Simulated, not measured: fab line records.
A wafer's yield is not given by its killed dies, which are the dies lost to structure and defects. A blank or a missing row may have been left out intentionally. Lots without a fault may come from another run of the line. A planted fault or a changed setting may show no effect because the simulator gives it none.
Chamber matching	flow n5 finfet	ald metal-01 running N5_HKMG_FIN_ALD_21: 4 sister chambers
The step deposits TiN, target thk 1.5 nm, pulse time 1 s, purge time 3 s. 18 wafers are shown with their chamber, then 9 later ones without.

== WAFERS WITH THEIR CHAMBER ==
wafer	chamber	heater power w (W)	precursor pulse height rel
L075.3	3	823	1.014
L075.5	0	952	0.973
L075.6	1	963	0.975
L077.1	1	971	1.022
L077.2	2	942	1.000
L077.3	3	809	1.016
L077.4	0	951	0.988
L077.5	2	944	1.008
L077.6	3	806	0.959
L083.1	0	958	1.022
L083.3	3	838	0.982
L083.5	2	936	1.015
L085.2	0	940	0.954
L085.4	1	978	1.019
L085.5	1	957	1.000
L086.2	0	945	1.000
L086.4	0	962	0.952
L086.6	3	822	0.978

SIGNATURES (means of the wafers above)
reading	chamber 0	chamber 1	chamber 2	chamber 3	scatter within a chamber
heater power w	951.33	967.25	940.67	819.60	9.52
precursor pulse height rel	0.98150	1.00400	1.00767	0.98980	0.0234
Rule: a wafer's distance from a chamber is the root of the sum, over the readings, of the square of ((its reading less the chamber's mean) divided by the reading's scatter). If the next closest chamber is less than 2 further off than the closest, the wafer can't be placed; otherwise it belongs to the closest. The scatter: take each reading less its chamber's mean, square it, sum over the shown wafers, divide by the number of wafers less the number of chambers, and take the root.

== WAFERS WITH NO CHAMBER GIVEN ==
wafer	heater power w (W)	precursor pulse height rel
L087.2	953	0.992
L087.3	796	1.007
L087.4	816	1.018
L089.1	937	1.022
L089.3	955	0.983
L089.4	928	0.970
L093.1	913	1.019
L093.2	826	0.968
L093.5	957	0.989

== CHAMBER TAKEN BY EACH ==
wafer	from the rows above	in truth
L087.2	can't be placed: 0 or 2 or 1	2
L087.3	3	3
L087.4	3	3
L089.1	can't be placed: 2 or 0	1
L089.3	can't be placed: 0 or 1 or 2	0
L089.4	can't be placed: 2 or 0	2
L093.1	can't be placed: 2 or 0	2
L093.2	3	3
L093.5	can't be placed: 0 or 1 or 2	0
Correctly placed: 3 of 9. Can't be placed from these rows: 6 (the true chamber is among the candidates in 5). 0 placed wrongly.
